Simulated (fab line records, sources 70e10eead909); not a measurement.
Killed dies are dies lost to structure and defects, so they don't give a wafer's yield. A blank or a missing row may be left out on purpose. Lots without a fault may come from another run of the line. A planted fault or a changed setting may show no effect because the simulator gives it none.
Which tool did it? | flow nand_harc | 24 lots, 72 wafers sampled, at 6 steps of a route of 1302

WHAT THE GAUGES READ, wafer by wafer
The record holds no reading of a measuring or inspecting step that can be judged against a usual standard deviation.

WHICH TOOL RAN EACH LOT (tool, then ch and the chambers of the sampled wafers, then the start)
lot  | NHARC_A_STAIRCASE_TRIM_226                    | NHARC_A_STAIRCASE_ETCH_273                    | NHARC_A_STAIRCASE_STRIP_274                   | NHARC_A_STAIRCASE_DESCUM_291       | NHARC_A_STAIRCASE_DEP_301       | NHARC_A_STAIRCASE_DEP_322
L075 | rie_diel-12 ch 0,1,3, day 16 22:47 or earlier | rie_diel-12 ch 0,1,3, day 16 22:47 or earlier | rie_diel-12 ch 0,2,3, day 16 22:47 or earlier | rie_diel-02 ch 0,1,2, day 16 22:47 | pecvd-03 ch 0,1, day 17 05:13   | pecvd-01 ch 0,1, day 18 12:07
L074 | rie_diel-12 ch 1,3, day 17 00:31 or earlier   | rie_diel-04 ch 0,2,3, day 17 00:31 or earlier | rie_diel-04 ch 1,2,3, day 17 00:31 or earlier | rie_diel-02 ch 0,1,2, day 17 00:31 | pecvd-01 ch 0,1,2, day 17 07:02 | pecvd-03 ch 0,1, day 18 12:15
L076 | rie_diel-02 ch 0,1,2, day 17 13:52 or earlier | rie_diel-12 ch 1,2, day 17 13:52              | rie_diel-12 ch 0,1,2, day 17 20:37 or earlier | rie_diel-12 ch 0,1, day 17 20:37   | pecvd-01 ch 0,1, day 18 00:44   | pecvd-03 ch 1,2, day 19 04:59
L078 | rie_diel-02 ch 1,3, day 18 03:32 or earlier   | rie_diel-04 ch 1,2, day 18 03:32 or earlier   | rie_diel-04 ch 2,3, day 18 03:32 or earlier   | rie_diel-04 ch 1,3, day 18 03:32   | pecvd-01 ch 0,2, day 18 08:30   | pecvd-01 ch 1,2, day 19 10:04
L079 | rie_diel-04 ch 0,1,3, day 18 08:07 or earlier | rie_diel-12 ch 0,1, day 18 08:07 or earlier   | rie_diel-12 ch 2,3, day 18 08:07 or earlier   | rie_diel-02 ch 0,2, day 18 08:07   | pecvd-02 ch 1,2, day 18 14:03   | pecvd-03 ch 0,1, day 19 17:21
L077 | rie_diel-12 ch 0,2, day 18 07:30 or earlier   | rie_diel-04 ch 1,2,3, day 18 07:30 or earlier | rie_diel-04 ch 0,2,3, day 18 07:30 or earlier | rie_diel-04 ch 0,1, day 18 07:30   | pecvd-03 ch 0,1,2, day 18 12:51 | pecvd-01 ch 0,2, day 19 17:15
L080 | rie_diel-04 ch 1,3, day 19 03:28 or earlier   | rie_diel-12 ch 2,3, day 19 03:28 or earlier   | rie_diel-12 ch 0,1,3, day 19 03:28 or earlier | rie_diel-02 ch 0,2, day 19 03:28   | pecvd-01 ch 0,1,2, day 19 12:29 | pecvd-02 ch 0,1,2, day 20 13:47
L081 | rie_diel-04 ch 2,3, day 19 17:44 or earlier   | rie_diel-02 ch 0,2, day 19 17:44 or earlier   | rie_diel-02 ch 2,3, day 19 17:44 or earlier   | rie_diel-04 ch 0,3, day 19 17:44   | pecvd-03 ch 0,1, day 19 22:05   | pecvd-03 ch 1,2, day 21 00:01
L082 | rie_diel-12 ch 0,2,3, day 20 04:08 or earlier | rie_diel-04 ch 0,1,2, day 20 04:08 or earlier | rie_diel-04 ch 0,1,3, day 20 04:08 or earlier | rie_diel-02 ch 1,2,3, day 20 04:08 | pecvd-02 ch 0,2, day 20 08:23   | pecvd-03 ch 0,1, day 21 11:16
L083 | rie_diel-02 ch 1,2,3, day 20 00:45 or earlier | rie_diel-02 ch 0,2,3, day 20 00:45 or earlier | rie_diel-02 ch 0,1,2, day 20 00:45 or earlier | rie_diel-12 ch 0,1,3, day 20 00:45 | pecvd-02 ch 0,1,2, day 20 05:36 | pecvd-01 ch 0,1,2, day 21 06:39
L084 | rie_diel-12 ch 0,2,3, day 20 20:10 or earlier | rie_diel-02 ch 1,2,3, day 20 20:10 or earlier | rie_diel-02 ch 1,2,3, day 20 20:10 or earlier | rie_diel-12 ch 0,3, day 20 20:10   | pecvd-02 ch 0,2, day 21 00:15   | pecvd-01 ch 0,1, day 22 03:28
L085 | rie_diel-04 ch 2,3, day 21 12:24 or earlier   | rie_diel-04 ch 2,3, day 21 12:24 or earlier   | rie_diel-04 ch 2,3, day 21 12:24 or earlier   | rie_diel-12 ch 0,3, day 21 12:24   | pecvd-02 ch 0,1,2, day 21 17:00 | pecvd-03 ch 0,1, day 22 16:46
L086 | rie_diel-02 ch 0,3, day 21 23:10 or earlier   | rie_diel-12 ch 2,3, day 21 23:10 or earlier   | rie_diel-12 ch 0,1,3, day 21 23:10 or earlier | rie_diel-02 ch 0,2,3, day 21 23:10 | pecvd-03 ch 0,1, day 22 04:02   | pecvd-01 ch 1,2, day 23 04:01
L087 | rie_diel-02 ch 1,2,3, day 22 06:52 or earlier | rie_diel-04 ch 0,1,3, day 22 06:52 or earlier | rie_diel-04 ch 0,2, day 22 06:52 or earlier   | rie_diel-02 ch 0,1,2, day 22 06:52 | pecvd-02 ch 1,2, day 22 10:56   | pecvd-02 ch 0,1, day 23 18:30
L089 | rie_diel-04 ch 0,3, day 22 21:02 or earlier   | rie_diel-02 ch 2,3, day 22 21:02 or earlier   | rie_diel-02 ch 2,3, day 22 21:02 or earlier   | rie_diel-04 ch 1,2,3, day 22 21:02 | pecvd-01 ch 1,2, day 23 05:10   | pecvd-02 ch 1,2, day 24 05:28
L088 | rie_diel-12 ch 0,2,3, day 23 02:46 or earlier | rie_diel-04 ch 0,1,2, day 23 02:46 or earlier | rie_diel-04 ch 1,3, day 23 02:46 or earlier   | rie_diel-12 ch 0,1,3, day 23 02:46 | pecvd-02 ch 1,2, day 23 09:01   | pecvd-01 ch 0,1,2, day 24 05:33
L091 | rie_diel-04 ch 1,2, day 23 11:40 or earlier   | rie_diel-12 ch 0,1, day 23 11:40 or earlier   | rie_diel-12 ch 0,1,2, day 23 11:40 or earlier | rie_diel-02 ch 0,2, day 23 11:40   | pecvd-01 ch 1,2, day 23 16:35   | pecvd-01 ch 0,2, day 24 17:59
L090 | rie_diel-02 ch 0,2, day 23 15:03 or earlier   | rie_diel-02 ch 1,2, day 23 15:03 or earlier   | rie_diel-02 ch 0,1,3, day 23 15:03 or earlier | rie_diel-02 ch 1,3, day 23 15:03   | pecvd-01 ch 0,1,2, day 23 19:11 | pecvd-03 ch 0,1, day 24 17:59
L092 | rie_diel-04 ch 0,2, day 23 23:58 or earlier   | rie_diel-12 ch 1,2,3, day 23 23:58 or earlier | rie_diel-12 ch 1,2,3, day 23 23:58 or earlier | rie_diel-04 ch 1,3, day 23 23:58   | pecvd-01 ch 0,2, day 24 07:13   | pecvd-01 ch 0,1, day 25 14:26
L093 | rie_diel-02 ch 0,1,2, day 24 00:49 or earlier | rie_diel-12 ch 0,2,3, day 24 00:49 or earlier | rie_diel-12 ch 0,2,3, day 24 00:49 or earlier | rie_diel-02 ch 0,2,3, day 24 00:49 | pecvd-03 ch 0,1, day 24 10:28   | pecvd-03 ch 0,1, day 25 14:21
L094 | rie_diel-02 ch 0,1,3, day 24 20:52 or earlier | rie_diel-02 ch 0,1,2, day 24 20:52 or earlier | rie_diel-02 ch 0,1,3, day 24 20:52 or earlier | rie_diel-12 ch 0,1,2, day 24 20:52 | pecvd-01 ch 0,1,2, day 25 01:03 | pecvd-02 ch 0,1,2, day 26 03:05
L095 | rie_diel-12 ch 1,3, day 25 17:55 or earlier   | rie_diel-12 ch 0,1,3, day 25 17:55 or earlier | rie_diel-12 ch 2,3, day 25 17:55 or earlier   | rie_diel-04 ch 0,1, day 25 17:55   | pecvd-01 ch 1,2, day 26 01:28   | pecvd-01 ch 0,2, day 27 03:31
L096 | rie_diel-04 ch 0,2,3, day 25 19:52 or earlier | rie_diel-04 ch 0,1,3, day 25 19:52 or earlier | rie_diel-04 ch 0,2,3, day 25 19:52 or earlier | rie_diel-12 ch 1,3, day 25 19:52   | pecvd-01 ch 0,2, day 26 00:35   | pecvd-02 ch 0, day 27 03:20
L097 | rie_diel-12 ch 1,2,3, day 26 18:50 or earlier | rie_diel-12 ch 0,1,2, day 26 18:50 or earlier | rie_diel-12 ch 0,2,3, day 26 18:50 or earlier | rie_diel-12 ch 0,2, day 26 18:50   | pecvd-01 ch 0,1, day 27 00:15   | pecvd-03 ch 0,1, day 28 01:14
- NHARC_A_STAIRCASE_TRIM_226: chemistry O2, time 211.2 s.
- NHARC_A_STAIRCASE_ETCH_273: etches the open film in C4F8/O2/Ar, target depth 10200 nm, time 2468.6 s.
- NHARC_A_STAIRCASE_STRIP_274: strips in O2.
- NHARC_A_STAIRCASE_DESCUM_291: chemistry O2, time 3 s.
- NHARC_A_STAIRCASE_DEP_301: deposits SiON, target thk 30 nm.
- NHARC_A_STAIRCASE_DEP_322: deposits SiO2, target thk 7200 nm.

WHAT THE TOOLS THEMSELVES READ (means of the sampled wafers that have a number; where no wafer has one, the mark that the record gives instead)
NHARC_A_STAIRCASE_TRIM_226. Usual: drypump_motor_current_A 5.9 A, standard deviation 0.53; oes_product_au 1.001 a.u., standard deviation 0.012; rf_vpp_V 58.0 V, standard deviation 0.89; showerhead_plenum_p_Torr 3.60 Torr, standard deviation 0.14; throttle_valve_pct 17.037 %, standard deviation 0.0089.
lot  | tool        | drypump_motor_current_A (A) | oes_product_au (a.u.) | rf_vpp_V (V) | showerhead_plenum_p_Torr (Torr) | throttle_valve_pct (%) | flag
L075 | rie_diel-12 | 6.1                         | 0.993                 | 58.0         | 3.54                            | 17.039                 |
L074 | rie_diel-12 | 6.4                         | 0.991                 | 58.1         | 3.66                            | 17.040                 |
L076 | rie_diel-02 | 5.8                         | 0.998                 | 58.9         | 3.57                            | 17.041                 |
L078 | rie_diel-02 | 5.4                         | 1.000                 | 57.7         | 3.60                            | 17.048                 |
L079 | rie_diel-04 | 5.8                         | 1.006                 | 58.3         | 3.66                            | 17.042                 |
L077 | rie_diel-12 | 5.5                         | 1.007                 | 57.7         | 3.35                            | 17.033                 |
L080 | rie_diel-04 | 6.0                         | 0.993                 | 58.2         | 3.75                            | 17.034                 |
L081 | rie_diel-04 | 6.2                         | 0.997                 | 59.3         | 3.74                            | 17.036                 |
L082 | rie_diel-12 | 5.7                         | 0.998                 | 57.3         | 3.44                            | 17.028                 |
L083 | rie_diel-02 | 5.4                         | 1.005                 | 58.0         | 3.56                            | 17.037                 |
L084 | rie_diel-12 | 5.7                         | 1.011                 | 58.5         | 3.61                            | 17.037                 |
L085 | rie_diel-04 | 6.1                         | 1.004                 | 58.0         | 3.73                            | 17.038                 |
L086 | rie_diel-02 | 6.0                         | 0.997                 | 58.5         | 3.62                            | 17.042                 |
L087 | rie_diel-02 | 5.4                         | 1.001                 | 58.4         | 3.56                            | 17.035                 |
L089 | rie_diel-04 | 5.8                         | 1.000                 | 57.3         | 3.62                            | 17.039                 |
L088 | rie_diel-12 | 5.7                         | 1.011                 | 58.4         | 3.60                            | 17.034                 |
L091 | rie_diel-04 | 6.1                         | 0.997                 | 57.9         | 3.78                            | 17.038                 |
L090 | rie_diel-02 | 6.3                         | 0.983                 | 58.2         | 3.58                            | 17.043                 |
L092 | rie_diel-04 | 5.6                         | 1.003                 | 58.2         | 3.55                            | 17.035                 |
L093 | rie_diel-02 | 5.8                         | 1.000                 | 58.0         | 3.54                            | 17.035                 |
L094 | rie_diel-02 | 5.8                         | 1.000                 | 58.8         | 3.57                            | 17.035                 |
L095 | rie_diel-12 | 6.2                         | 1.007                 | 57.0         | 3.63                            | 17.046                 |
L096 | rie_diel-04 | 5.9                         | 0.987                 | 58.6         | 3.63                            | 17.036                 |
L097 | rie_diel-12 | 6.0                         | 1.020                 | 58.1         | 3.53                            | 17.037                 |

NHARC_A_STAIRCASE_ETCH_273. Usual: oes_product_au 0.937 a.u., standard deviation 0.013; rf_vpp_V 1833 V, standard deviation 11.
lot  | tool        | oes_product_au (a.u.) | rf_vpp_V (V) | flag
L075 | rie_diel-12 | 0.937                 | 1827         |
L074 | rie_diel-04 | 0.932                 | 1837         |
L076 | rie_diel-12 | 0.931                 | 1822         |
L078 | rie_diel-04 | 0.924                 | 1846         |
L079 | rie_diel-12 | 0.927                 | 1826         |
L077 | rie_diel-04 | 0.919                 | 1844         |
L080 | rie_diel-12 | 0.938                 | 1823         |
L081 | rie_diel-02 | 0.929                 | 1832         |
L082 | rie_diel-04 | 0.938                 | 1837         |
L083 | rie_diel-02 | 0.940                 | 1832         |
L084 | rie_diel-02 | 0.924                 | 1829         |
L085 | rie_diel-04 | 0.948                 | 1842         |
L086 | rie_diel-12 | 0.952                 | 1828         |
L087 | rie_diel-04 | 0.933                 | 1835         |
L089 | rie_diel-02 | 0.946                 | 1832         |
L088 | rie_diel-04 | 0.924                 | 1836         |
L091 | rie_diel-12 | 0.937                 | 1837         |
L090 | rie_diel-02 | 0.922                 | 1826         |
L092 | rie_diel-12 | 0.949                 | 1827         |
L093 | rie_diel-12 | 0.954                 | 1832         |
L094 | rie_diel-02 | 0.924                 | 1828         |
L095 | rie_diel-12 | 0.953                 | 1838         |
L096 | rie_diel-04 | 0.949                 | 1835         |
L097 | rie_diel-12 | 0.938                 | 1829         |

NHARC_A_STAIRCASE_STRIP_274. Usual: drypump_motor_current_A 5.9 A, standard deviation 0.5; oes_product_au 1.001 a.u., standard deviation 0.01; rf_vpp_V 58.0 V, standard deviation 0.91; showerhead_plenum_p_Torr 3.60 Torr, standard deviation 0.15; throttle_valve_pct 17.036 %, standard deviation 0.0093.
lot  | tool        | drypump_motor_current_A (A) | oes_product_au (a.u.) | rf_vpp_V (V) | showerhead_plenum_p_Torr (Torr) | throttle_valve_pct (%) | flag
L075 | rie_diel-12 | 5.7                         | 1.003                 | 57.2         | 3.45                            | 17.034                 |
L074 | rie_diel-04 | 6.1                         | 0.998                 | 57.8         | 3.78                            | 17.039                 |
L076 | rie_diel-12 | 5.9                         | 1.008                 | 57.8         | 3.44                            | 17.031                 |
L078 | rie_diel-04 | 6.2                         | 0.994                 | 59.2         | 3.75                            | 17.037                 |
L079 | rie_diel-12 | 5.7                         | 1.009                 | 57.7         | 3.57                            | 17.027                 |
L077 | rie_diel-04 | 5.9                         | 1.002                 | 58.1         | 3.66                            | 17.033                 |
L080 | rie_diel-12 | 6.1                         | 0.993                 | 57.7         | 3.53                            | 17.047                 |
L081 | rie_diel-02 | 5.5                         | 1.002                 | 57.8         | 3.57                            | 17.043                 |
L082 | rie_diel-04 | 5.8                         | 1.004                 | 58.8         | 3.65                            | 17.042                 |
L083 | rie_diel-02 | 5.7                         | 0.987                 | 57.9         | 3.56                            | 17.046                 |
L084 | rie_diel-02 | 5.4                         | 1.000                 | 58.3         | 3.56                            | 17.036                 |
L085 | rie_diel-04 | 6.2                         | 1.005                 | 59.0         | 3.76                            | 17.040                 |
L086 | rie_diel-12 | 6.2                         | 0.997                 | 58.0         | 3.69                            | 17.035                 |
L087 | rie_diel-04 | 6.0                         | 1.001                 | 58.2         | 3.67                            | 17.038                 |
L089 | rie_diel-02 | 5.6                         | 1.000                 | 58.2         | 3.56                            | 17.031                 |
L088 | rie_diel-04 | 6.1                         | 0.998                 | 58.8         | 3.73                            | 17.036                 |
L091 | rie_diel-12 | 5.9                         | 1.004                 | 57.8         | 3.59                            | 17.034                 |
L090 | rie_diel-02 | 5.8                         | 1.003                 | 57.6         | 3.58                            | 17.026                 |
L092 | rie_diel-12 | 6.0                         | 1.011                 | 58.1         | 3.54                            | 17.032                 |
L093 | rie_diel-12 | 5.7                         | 1.011                 | 58.2         | 3.60                            | 17.041                 |
L094 | rie_diel-02 | 5.8                         | 0.996                 | 58.1         | 3.57                            | 17.043                 |
L095 | rie_diel-12 | 5.7                         | 1.017                 | 58.8         | 3.54                            | 17.041                 |
L096 | rie_diel-04 | 5.9                         | 0.995                 | 57.5         | 3.63                            | 17.046                 |
L097 | rie_diel-12 | 5.7                         | 1.015                 | 58.7         | 3.59                            | 17.035                 |

NHARC_A_STAIRCASE_DESCUM_291. Usual: drypump_motor_current_A 5.8 A, standard deviation 0.52; oes_product_au 1.001 a.u., standard deviation 0.011; rf_vpp_V 57.9 V, standard deviation 0.94; showerhead_plenum_p_Torr 1.96 Torr, standard deviation 0.075; throttle_valve_pct 11.311 %, standard deviation 0.0093.
lot  | tool        | drypump_motor_current_A (A) | oes_product_au (a.u.) | rf_vpp_V (V) | showerhead_plenum_p_Torr (Torr) | throttle_valve_pct (%) | flag
L075 | rie_diel-02 | 5.7                         | 0.992                 | 56.9         | 1.94                            | 11.310                 |
L074 | rie_diel-02 | 5.8                         | 0.989                 | 58.6         | 1.94                            | 11.309                 |
L076 | rie_diel-12 | 6.1                         | 0.997                 | 57.0         | 1.85                            | 11.314                 |
L078 | rie_diel-04 | 6.1                         | 0.990                 | 58.1         | 2.04                            | 11.311                 |
L079 | rie_diel-02 | 5.9                         | 0.985                 | 57.8         | 1.94                            | 11.314                 |
L077 | rie_diel-04 | 5.5                         | 1.015                 | 58.8         | 1.94                            | 11.312                 |
L080 | rie_diel-02 | 5.9                         | 0.994                 | 57.9         | 1.94                            | 11.306                 |
L081 | rie_diel-04 | 5.8                         | 1.006                 | 57.8         | 1.97                            | 11.313                 |
L082 | rie_diel-02 | 5.4                         | 1.005                 | 59.0         | 1.93                            | 11.314                 |
L083 | rie_diel-12 | 6.1                         | 0.999                 | 58.4         | 2.01                            | 11.304                 |
L084 | rie_diel-12 | 5.8                         | 1.006                 | 57.3         | 2.04                            | 11.307                 |
L085 | rie_diel-12 | 5.9                         | 1.006                 | 58.3         | 2.02                            | 11.318                 |
L086 | rie_diel-02 | 5.9                         | 0.994                 | 58.3         | 1.95                            | 11.308                 |
L087 | rie_diel-02 | 5.7                         | 0.987                 | 58.1         | 1.92                            | 11.318                 |
L089 | rie_diel-04 | 6.1                         | 0.995                 | 58.4         | 2.05                            | 11.322                 |
L088 | rie_diel-12 | 6.1                         | 1.006                 | 58.3         | 2.00                            | 11.316                 |
L091 | rie_diel-02 | 6.3                         | 0.990                 | 58.6         | 1.94                            | 11.307                 |
L090 | rie_diel-02 | 5.4                         | 1.018                 | 57.4         | 1.94                            | 11.300                 |
L092 | rie_diel-04 | 6.0                         | 0.995                 | 58.2         | 2.04                            | 11.314                 |
L093 | rie_diel-02 | 5.9                         | 0.994                 | 56.5         | 1.94                            | 11.316                 |
L094 | rie_diel-12 | 5.9                         | 1.012                 | 58.0         | 1.94                            | 11.311                 |
L095 | rie_diel-04 | 5.5                         | 1.004                 | 58.2         | 1.92                            | 11.314                 |
L096 | rie_diel-12 | 6.2                         | 1.015                 | 57.6         | 1.97                            | 11.311                 |
L097 | rie_diel-12 | 5.5                         | 1.003                 | 57.5         | 1.89                            | 11.300                 |

NHARC_A_STAIRCASE_DEP_301. Usual: heater_power_outer_w 488 W, standard deviation 63; heater_power_w 808 W, standard deviation 110; susceptor_temp_C 399.98 C, standard deviation 0.22.
lot  | tool     | heater_power_outer_w (W) | heater_power_w (W) | susceptor_temp_C (C) | flag
L075 | pecvd-03 | 538                      | 871                | 400.07               |
L074 | pecvd-01 | 495                      | 818                | 400.03               |
L076 | pecvd-01 | 474                      | 802                | 399.92               |
L078 | pecvd-01 | 484                      | 804                | 399.84               |
L079 | pecvd-02 | 515                      | 830                | 399.77               |
L077 | pecvd-03 | 435                      | 718                | 399.96               |
L080 | pecvd-01 | 445                      | 768                | 400.13               |
L081 | pecvd-03 | 506                      | 802                | 399.96               |
L082 | pecvd-02 | 504                      | 820                | 399.66               |
L083 | pecvd-02 | 510                      | 839                | 400.26               |
L084 | pecvd-02 | 472                      | 782                | 399.86               |
L085 | pecvd-02 | 502                      | 819                | 399.82               |
L086 | pecvd-03 | 497                      | 794                | 400.19               |
L087 | pecvd-02 | 499                      | 801                | 399.94               |
L089 | pecvd-01 | 455                      | 785                | 400.14               |
L088 | pecvd-02 | 507                      | 817                | 400.00               |
L091 | pecvd-01 | 459                      | 782                | 400.15               |
L090 | pecvd-01 | 499                      | 835                | 399.76               |
L092 | pecvd-01 | 486                      | 806                | 400.01               |
L093 | pecvd-03 | 509                      | 816                | 399.80               |
L094 | pecvd-01 | 469                      | 791                | 400.00               |
L095 | pecvd-01 | 451                      | 758                | 400.05               |
L096 | pecvd-01 | 458                      | 746                | 399.82               |
L097 | pecvd-01 | 509                      | 895                | 399.88               |

NHARC_A_STAIRCASE_DEP_322. Usual: heater_power_outer_w 406 W, standard deviation 67; heater_power_w 692 W, standard deviation 120; susceptor_temp_C 400.01 C, standard deviation 0.22.
lot  | tool     | heater_power_outer_w (W) | heater_power_w (W) | susceptor_temp_C (C) | flag
L075 | pecvd-01 | 444                      | 777                | 400.08               |
L074 | pecvd-03 | 404                      | 686                | 400.32               |
L076 | pecvd-03 | 322                      | 546                | 400.02               |
L078 | pecvd-01 | 353                      | 620                | 400.13               |
L079 | pecvd-03 | 397                      | 646                | 400.14               |
L077 | pecvd-01 | 390                      | 661                | 399.82               |
L080 | pecvd-02 | 443                      | 759                | 400.19               |
L081 | pecvd-03 | 337                      | 564                | 399.94               |
L082 | pecvd-03 | 383                      | 640                | 399.81               |
L083 | pecvd-01 | 433                      | 752                | 400.05               |
L084 | pecvd-01 | 448                      | 817                | 400.12               |
L085 | pecvd-03 | 404                      | 670                | 400.01               |
L086 | pecvd-01 | 362                      | 644                | 400.10               |
L087 | pecvd-02 | 463                      | 755                | 399.83               |
L089 | pecvd-02 | 422                      | 690                | 399.72               |
L088 | pecvd-01 | 388                      | 713                | 399.91               |
L091 | pecvd-01 | 392                      | 661                | 400.12               |
L090 | pecvd-03 | 388                      | 657                | 400.02               |
L092 | pecvd-01 | 409                      | 723                | 399.93               |
L093 | pecvd-03 | 381                      | 638                | 400.02               |
L094 | pecvd-02 | 399                      | 678                | 400.14               |
L095 | pecvd-01 | 371                      | 633                | 400.24               |
L096 | pecvd-02 | 459                      | 799                | 400.04               |
L097 | pecvd-03 | 453                      | 733                | 399.89               |

THE ANSWER, worked out from the rows above alone
Rule: a lot is off if the mean of its wafers that have a number lies more than 3 standard deviations from the usual mean. A lot without any number at a reading at which 4 lots or more have one is off too. The other lots that the step has rows for count as sound. The gauges are gone through in route order, then the tools' own readings, and for those a lot's mean is taken as printed above. The first step at which some lot is off is used, and at that step the reading that is off furthest; a lot without a number counts as furthest.
No lot is off at any reading shown: from this, nothing can be told.

WHAT THE SIMULATOR HAD PUT IN
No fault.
